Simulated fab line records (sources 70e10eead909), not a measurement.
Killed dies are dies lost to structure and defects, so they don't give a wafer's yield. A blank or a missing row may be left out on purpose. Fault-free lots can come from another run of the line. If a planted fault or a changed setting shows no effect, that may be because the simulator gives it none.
Chamber matching -- flow nandHarc -- NHARC_P_M1_DESCUM_14 on rieDiel-07 has 4 sister chambers
The step chemistry O2, time 3 s. 4 wafers are shown with their chamber, then 7 later ones without.

## WAFERS, EACH WITH ITS CHAMBER
wafer,chamber,drypumpMotorCurrentA (A)
L960.2,1,6.2
L960.6,3,5.7
L961.2,2,5.4
L961.5,0,5.5

## WAFERS WHOSE CHAMBER IS MISSING
wafer,drypumpMotorCurrentA (A)
L961.6,6.2
L963.1,5.4
L963.2,5.6
L963.5,5.7
L968.1,5.6
L968.2,5.4
L968.6,5.7

## THE CHAMBER EACH PASSED THROUGH
wafer,from the rows above,in truth
L961.6,1,1
L963.1,can't be placed: 2 or 0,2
L963.2,can't be placed: 0 or 3 or 2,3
L963.5,3,3
L968.1,can't be placed: 0 or 3 or 2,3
L968.2,can't be placed: 2 or 0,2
L968.6,3,3
Correct placement for 3 of the 7. These rows do not allow placing 4 (true chamber among the candidates in 4). Wrongly placed: 0.
How it was worked out, from the rows above alone: a wafer's distance from a chamber is the root of the sum, over the readings, of the square of ((its reading less the chamber's mean) divided by the reading's scatter). If the next closest chamber is less than 2 further off than the closest, the wafer can't be placed; otherwise it belongs to the closest. A chamber's mean is the mean of its shown wafers. The scatter: root of mean squared gap, hidden wafer to nearest shown wafer, with one shown wafer a chamber.
